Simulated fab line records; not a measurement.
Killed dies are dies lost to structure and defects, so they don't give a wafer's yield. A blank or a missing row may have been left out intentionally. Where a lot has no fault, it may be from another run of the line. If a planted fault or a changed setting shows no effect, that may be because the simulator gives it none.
fab line records + flow nandHarc + part 2 of 2: steps 31 to 46 of 46
record
- lots=5
- wafers=15
- lastDay=32
route steps=1302 shown P_GATE@186 P_CONTACT@217
lots that met no fault: taken from a fault-free run of the same line
startH: the number of hours between the record's first day and the start of the first shown wafer of the lot + waitH: hours since the lot's step before + " the same as in the row above + L1.1+2: a row that stands for several wafers + - value missing, or start not given + * or withheld: withheld + < > ~ a bound
route shown NAME@n: a module of which the file shows steps, and the number in the route of the first + usual: mean/standard deviation taken from wafers without a fault + same: alike in all rows + chamber/n: place in a boat + sites: readings site by site + _std_site: standard deviation across them + _edge_site: mean of outer sites minus mean of inner sites + radiusMm: how far each site lies from the wafer's centre + mask NAME#n: copy n + behind: the tool/chamber that last shaped the wafer + hold: reason for holding the lot/hours on hold/outcome of the hold + device: the n, p or np transistor that did not switch + end of line: the tests these same wafers got at the end of their route + where a step has no rows: the recipe by itself + killed: at the first sort, the dies lost to defects and structure; wafer yield is something else + map: a wafer's dies, marking killed ones x, the rest . and places with no die _
set.NAME: the run value of the setting; set.NAME@STEP: its run value at that earlier step + model.NAME: the simulator's own value behind a step, which no gauge read
certain route steps with their lots: each step a table, each wafer a row
services: when a tool's chamber went out of use (startH, in hours from the record's first day, below 0 if earlier), for how many hours, and the reason
## steps
# step NHARC_P_GATE_INSPECT_68
# usual
- rawDefectCount=231/100
| lot.wafer | tool             | chamber | startH | waitH | rawDefectCount |
|-----------|------------------|---------|--------|-------|----------------|
| L077.2    | defectInspect-01 | -       | 151.46 | 0.1   | 146            |
| L077.3    | "                | -       | "      | "     | 173            |
| L077.4    | "                | -       | "      | "     | 363            |
| L080.1    | defectInspect-01 | -       | 175.12 | 0.2   | 336            |
| L080.2    | "                | -       | "      | "     | 411            |
| L080.4    | "                | -       | "      | "     | 318            |
| L087.1    | defectInspect-02 | -       | 249.92 | 0.2   | 135            |
| L087.4    | "                | -       | "      | "     | 143            |
| L087.5    | "                | -       | "      | "     | 214            |
| L093.3    | defectInspect-01 | -       | 302.42 | 0.1   | 138            |
| L093.5    | "                | -       | "      | "     | 176            |
| L093.6    | "                | -       | "      | "     | 146            |
| L095.1    | defectInspect-02 | -       | 330.97 | 0.2   | 104            |
| L095.2    | "                | -       | "      | "     | 155            |
| L095.4    | "                | -       | "      | "     | 108            |
# step NHARC_P_CONTACT_DEP_30
# recipe
- targetThkA=300
- tempC=400
- targetThkNm=30
- flowSccm=200
- rfW=450
- material=SiNx
# usual
- heaterPowerW=670/62
| lot.wafer | tool     | chamber | startH | waitH | heaterPowerW | sinceWetCleanH |
|-----------|----------|---------|--------|-------|--------------|----------------|
| L077.3    | pecvd-02 | 0       | 151.53 | 0.1   | 573          | 91             |
| L077.2    | "        | 1       | "      | "     | 665          | 91             |
| L077.4    | "        | 0       | "      | "     | 602          | -              |
| L080.1    | pecvd-02 | 1       | 175.18 | 0.1   | 688          | 114            |
| L080.2    | "        | 0       | "      | "     | 568          | 114            |
| L080.4    | "        | 0       | "      | "     | 600          | -              |
| L087.1    | pecvd-03 | 2       | 250.03 | 0.1   | 573          | 52             |
| L087.4    | "        | 1       | "      | "     | 667          | -              |
| L087.5    | "        | 0       | "      | "     | 655          | -              |
| L093.3    | pecvd-02 | 1       | 302.56 | 0.1   | 632          | 61             |
| L093.5    | "        | 0       | "      | "     | 558          | -              |
| L093.6    | "        | 1       | "      | "     | 637          | -              |
| L095.1    | pecvd-01 | 0       | 331.08 | 0.1   | 791          | 7              |
| L095.2    | "        | 1       | "      | "     | 674          | 7              |
| L095.4    | "        | 2       | "      | "     | 765          | -              |
# step NHARC_P_CONTACT_DEP_00
# recipe
- targetThkA=5000
- tempC=400
- pressureTorr=6.5
- rfW=900
- teosFlowSccm=161.4
- flowSccm=2650
- targetThkNm=500
- gas=O2
- material=SiO2
# usual
- heaterPowerW=513/63
- throttleValvePct=16.1/0.43
| lot.wafer | tool     | chamber | startH | waitH | heaterPowerW | sinceWetCleanH | throttleValvePct |
|-----------|----------|---------|--------|-------|--------------|----------------|------------------|
| L077.3    | pecvd-02 | 0       | -      | -     | 434          | 91             | 16.5             |
| L077.2    | "        | 1       | "      | "     | 471          | 91             | 15.6             |
| L077.4    | "        | 0       | "      | "     | 458          | -              | 16.5             |
| L080.1    | pecvd-02 | 1       | -      | -     | 493          | 115            | 15.9             |
| L080.2    | "        | 0       | "      | "     | 400          | 115            | 16.2             |
| L080.4    | "        | 0       | "      | "     | 429          | -              | 16.3             |
| L087.1    | pecvd-03 | 2       | -      | -     | 498          | 52             | 15.3             |
| L087.4    | "        | 1       | "      | "     | 513          | -              | 15.1             |
| L087.5    | "        | 0       | "      | "     | 584          | -              | 15.9             |
| L093.3    | pecvd-02 | 1       | -      | -     | 459          | 61             | 15.3             |
| L093.5    | "        | 0       | "      | "     | 475          | -              | 16.5             |
| L093.6    | "        | 1       | "      | "     | 483          | -              | 15.3             |
| L095.1    | pecvd-01 | 0       | -      | -     | 673          | 7              | 15.9             |
| L095.2    | "        | 1       | "      | "     | 479          | 7              | 16.7             |
| L095.4    | "        | 2       | "      | "     | 577          | -              | 16.2             |
# step NHARC_P_CONTACT_CMP_01
# recipe
- targetThkNm=200
- material=SiO2
# usual
- motorCurrentA=12.1/0.8
| lot.wafer | tool   | chamber | startH | waitH | motorCurrentA |
|-----------|--------|---------|--------|-------|---------------|
| L077.3    | cmp-01 | 2       | 152.24 | -     | 11.4          |
| L077.2    | "      | 3       | "      | "     | 11.5          |
| L077.4    | "      | 0       | "      | "     | 12.5          |
| L080.2    | cmp-03 | 3       | 175.90 | -     | 11.8          |
| L080.4    | "      | 0       | "      | "     | 12.3          |
| L080.1    | "      | 2       | "      | "     | 13.2          |
| L087.1    | cmp-03 | 1       | 250.71 | -     | 10.4          |
| L087.4    | "      | 2       | "      | "     | 13.0          |
| L087.5    | "      | 1       | "      | "     | 10.8          |
| L093.3    | cmp-02 | 2       | 303.25 | -     | 11.8          |
| L093.5    | "      | 0       | "      | "     | 13.9          |
| L093.6    | "      | 1       | "      | "     | 12.6          |
| L095.2    | cmp-01 | 0       | 331.75 | -     | 12.1          |
| L095.1    | "      | 2       | "      | "     | 12.0          |
| L095.4    | "      | 3       | "      | "     | 11.8          |
# step NHARC_P_CONTACT_SRD_03
| lot.wafer  | tool        | chamber | startH | waitH |
|------------|-------------|---------|--------|-------|
| L077.3+2+4 | wetBench-01 | 2,3,6   | 152.54 | 0.0   |
| L080.1+4+2 | wetBench-04 | 1,2,3   | 176.20 | 0.0   |
| L087.4+5+1 | wetBench-07 | 5,6,7   | 251.01 | 0.0   |
| L093.3+6+5 | wetBench-07 | 4,6,0   | 303.49 | 0.0   |
| L095.4+1+2 | wetBench-07 | 5,6,7   | 332.07 | 0.1   |
# step NHARC_P_CONTACT_DEHYDRATE_04
# recipe
- tempC=150
- timeS=120
| lot.wafer  | tool          | chamber | startH | waitH |
|------------|---------------|---------|--------|-------|
| L077.2+3+4 | lithoTrack-01 | 0       | 152.62 | 0.1   |
| L080.1+2+4 | lithoTrack-04 | 0       | 176.29 | 0.1   |
| L087.1+4+5 | lithoTrack-01 | 0       | 251.08 | 0.1   |
| L093.3+5+6 | lithoTrack-06 | 0       | 303.58 | 0.1   |
| L095.1+2+4 | lithoTrack-06 | 0       | 332.14 | 0.1   |
# step NHARC_P_CONTACT_HMDS_05
# recipe
- timeS=30
| lot.wafer  | tool          | chamber | startH | waitH |
|------------|---------------|---------|--------|-------|
| L077.2+3+4 | lithoTrack-01 | 0       | -      | -     |
| L080.1+2+4 | lithoTrack-04 | 0       | -      | -     |
| L087.1+4+5 | lithoTrack-01 | 0       | -      | -     |
| L093.3+5+6 | lithoTrack-06 | 0       | -      | -     |
| L095.1+2+4 | lithoTrack-06 | 0       | -      | -     |
# step NHARC_P_CONTACT_COAT_33
# recipe
- tempC=260
- timeS=75
| lot.wafer  | tool          | chamber | startH | waitH |
|------------|---------------|---------|--------|-------|
| L077.2+3+4 | lithoTrack-01 | 0       | -      | -     |
| L080.1+2+4 | lithoTrack-04 | 0       | -      | -     |
| L087.1+4+5 | lithoTrack-01 | 0       | -      | -     |
| L093.3+5+6 | lithoTrack-06 | 0       | -      | -     |
| L095.1+2+4 | lithoTrack-06 | 0       | -      | -     |
# step NHARC_P_CONTACT_COAT_34
# recipe
- tempC=225
- timeS=65
| lot.wafer  | tool          | chamber | startH | waitH |
|------------|---------------|---------|--------|-------|
| L077.2+3+4 | lithoTrack-01 | 0       | -      | -     |
| L080.1+2+4 | lithoTrack-04 | 0       | -      | -     |
| L087.1+4+5 | lithoTrack-01 | 0       | -      | -     |
| L093.3+5+6 | lithoTrack-06 | 0       | -      | -     |
| L095.1+2+4 | lithoTrack-06 | 0       | -      | -     |
# step NHARC_P_CONTACT_COAT_06
# recipe
- spinRpm=1500
- resistThkNm=90
| lot.wafer  | tool          | chamber | startH | waitH |
|------------|---------------|---------|--------|-------|
| L077.2+3+4 | lithoTrack-01 | 0       | -      | -     |
| L080.1+2+4 | lithoTrack-04 | 0       | -      | -     |
| L087.1+4+5 | lithoTrack-01 | 0       | -      | -     |
| L093.3+5+6 | lithoTrack-06 | 0       | -      | -     |
| L095.1+2+4 | lithoTrack-06 | 0       | -      | -     |
# step NHARC_P_CONTACT_SOFTBAKE_07
# recipe
- tempC=105
- timeS=55
| lot.wafer  | tool          | chamber | startH | waitH |
|------------|---------------|---------|--------|-------|
| L077.2+3+4 | lithoTrack-01 | 0       | -      | -     |
| L080.1+2+4 | lithoTrack-04 | 0       | -      | -     |
| L087.1+4+5 | lithoTrack-01 | 0       | -      | -     |
| L093.3+5+6 | lithoTrack-06 | 0       | -      | -     |
| L095.1+2+4 | lithoTrack-06 | 0       | -      | -     |
# step NHARC_P_CONTACT_EBR_08
| lot.wafer  | tool          | chamber | startH | waitH |
|------------|---------------|---------|--------|-------|
| L077.2+3+4 | lithoTrack-01 | 0       | -      | -     |
| L080.1+2+4 | lithoTrack-04 | 0       | -      | -     |
| L087.1+4+5 | lithoTrack-01 | 0       | -      | -     |
| L093.3+5+6 | lithoTrack-06 | 0       | -      | -     |
| L095.1+2+4 | lithoTrack-06 | 0       | -      | -     |
# step NHARC_P_CONTACT_EXPOSE_09
# recipe
- na=1.35
- targetCdNm=90
- doseMj=81.26
- maskId=P_CA
# usual
- focusOffsetNm=-0.1/0.48
| lot.wafer | tool           | chamber | startH | waitH | mask   | focusOffsetNm |
|-----------|----------------|---------|--------|-------|--------|---------------|
| L077.2    | arfiScanner-03 | 0       | 152.93 | -     | P_CA#0 | 0.3           |
| L077.3    | "              | 0       | "      | "     | P_CA#0 | -0.3          |
| L077.4    | "              | 0       | "      | "     | P_CA#0 | -0.1          |
| L080.1    | arfiScanner-02 | 0       | 176.60 | -     | P_CA#0 | 0.1           |
| L080.2    | "              | 0       | "      | "     | P_CA#0 | 0.2           |
| L080.4    | "              | 0       | "      | "     | P_CA#0 | -1.2          |
| L087.1    | arfiScanner-03 | 0       | 251.39 | -     | P_CA#0 | 0.0           |
| L087.4    | "              | 0       | "      | "     | P_CA#0 | -1.3          |
| L087.5    | "              | 0       | "      | "     | P_CA#0 | -0.7          |
| L093.3    | arfiScanner-03 | 0       | 303.77 | -     | P_CA#0 | -0.2          |
| L093.5    | "              | 0       | "      | "     | P_CA#0 | -0.4          |
| L093.6    | "              | 0       | "      | "     | P_CA#0 | -0.4          |
| L095.1    | arfiScanner-03 | 0       | 332.33 | -     | P_CA#0 | 0.2           |
| L095.2    | "              | 0       | "      | "     | P_CA#0 | -0.1          |
| L095.4    | "              | 0       | "      | "     | P_CA#0 | 0.3           |
# step NHARC_P_CONTACT_PEB_10
# recipe
- pebTempC=100
- pebTimeS=65
| lot.wafer  | tool          | chamber | startH | waitH |
|------------|---------------|---------|--------|-------|
| L077.2+3+4 | lithoTrack-06 | 0       | 152.99 | 0.1   |
| L080.1+2+4 | lithoTrack-01 | 0       | 176.66 | 0.1   |
| L087.1+4+5 | lithoTrack-06 | 0       | 251.45 | 0.1   |
| L093.3+5+6 | lithoTrack-01 | 0       | 303.82 | 0.0   |
| L095.1+2+4 | lithoTrack-04 | 0       | 332.39 | 0.1   |
# step NHARC_P_CONTACT_DEVELOP_11
# recipe
- developTimeS=35
- devTempC=23
| lot.wafer  | tool          | chamber | startH | waitH |
|------------|---------------|---------|--------|-------|
| L077.2+3+4 | lithoTrack-06 | 0       | -      | -     |
| L080.1+2+4 | lithoTrack-01 | 0       | -      | -     |
| L087.1+4+5 | lithoTrack-06 | 0       | -      | -     |
| L093.3+5+6 | lithoTrack-01 | 0       | -      | -     |
| L095.1+2+4 | lithoTrack-04 | 0       | -      | -     |
# step NHARC_P_CONTACT_CD_MEAS_12
# recipe
- targetCdNm=90
- landingEnergyEv=500
# usual
- cdNm=89.6/0.51
| lot.wafer | tool     | chamber | startH | waitH | cdNm |
|-----------|----------|---------|--------|-------|------|
| L077.2    | cdSem-01 | 0       | 153.07 | -     | 89.4 |
| L077.3    | "        | 0       | "      | "     | 90.2 |
| L077.4    | "        | 0       | "      | "     | 89.6 |
| L080.1    | cdSem-02 | 0       | 176.74 | -     | 89.6 |
| L080.2    | "        | 0       | "      | "     | 90.3 |
| L080.4    | "        | 0       | "      | "     | 89.6 |
| L087.1    | cdSem-01 | 0       | 251.53 | -     | 89.9 |
| L087.4    | "        | 0       | "      | "     | 89.6 |
| L087.5    | "        | 0       | "      | "     | 89.7 |
| L093.3    | cdSem-01 | 0       | 303.91 | -     | 90.7 |
| L093.5    | "        | 0       | "      | "     | 89.7 |
| L093.6    | "        | 0       | "      | "     | 90.7 |
| L095.1    | cdSem-02 | 0       | 332.47 | -     | 89.7 |
| L095.2    | "        | 0       | "      | "     | 89.6 |
| L095.4    | "        | 0       | "      | "     | 89.9 |
## services
| tool           | chamber | startH | hours | kind   |
|----------------|---------|--------|-------|--------|
| plasmaAsher-01 | -       | 144.21 | 4.3   | repair |
| lithoTrack-01  | -       | 155.00 | 7.0   | pm     |
| pvdSputter-01  | -       | 160.20 | 10.7  | repair |
| plasmaAsher-01 | -       | 165.05 | 9.0   | pm     |
| pvdSputter-03  | -       | 176.20 | 10.0  | pm     |
| wetBench-09    | -       | 176.80 | 8.0   | pm     |
| lithoTrack-06  | -       | 179.00 | 7.0   | pm     |
| pecvd-02       | -       | 192.98 | 1.2   | repair |
| wetBench-06    | -       | 193.60 | 8.0   | pm     |
| lithoTrack-04  | -       | 203.00 | 7.0   | pm     |
| pvdSputter-03  | -       | 210.19 | 3.5   | repair |
| pvdSputter-01  | -       | 218.28 | 27.0  | repair |
| lithoTrack-02  | -       | 227.00 | 7.0   | pm     |
| pecvd-02       | -       | 228.82 | 13.0  | pm     |
| pecvd-02       | 1       | 243.64 | 4.7   | repair |
| pvdSputter-01  | -       | 245.29 | 10.0  | pm     |
| plasmaAsher-02 | -       | 249.00 | 9.0   | pm     |
| pecvd-02       | 0       | 269.16 | 7.5   | repair |
| pecvd-02       | 2       | 274.25 | 2.3   | repair |
| lithoTrack-03  | -       | 275.00 | 7.0   | pm     |
| wetBench-06    | -       | 305.33 | 6.0   | repair |
| pvdSputter-03  | -       | 307.93 | 1.4   | repair |
| pecvd-02       | 2       | 324.58 | 11.8  | repair |
| lithoTrack-01  | -       | 330.00 | 7.0   | pm     |
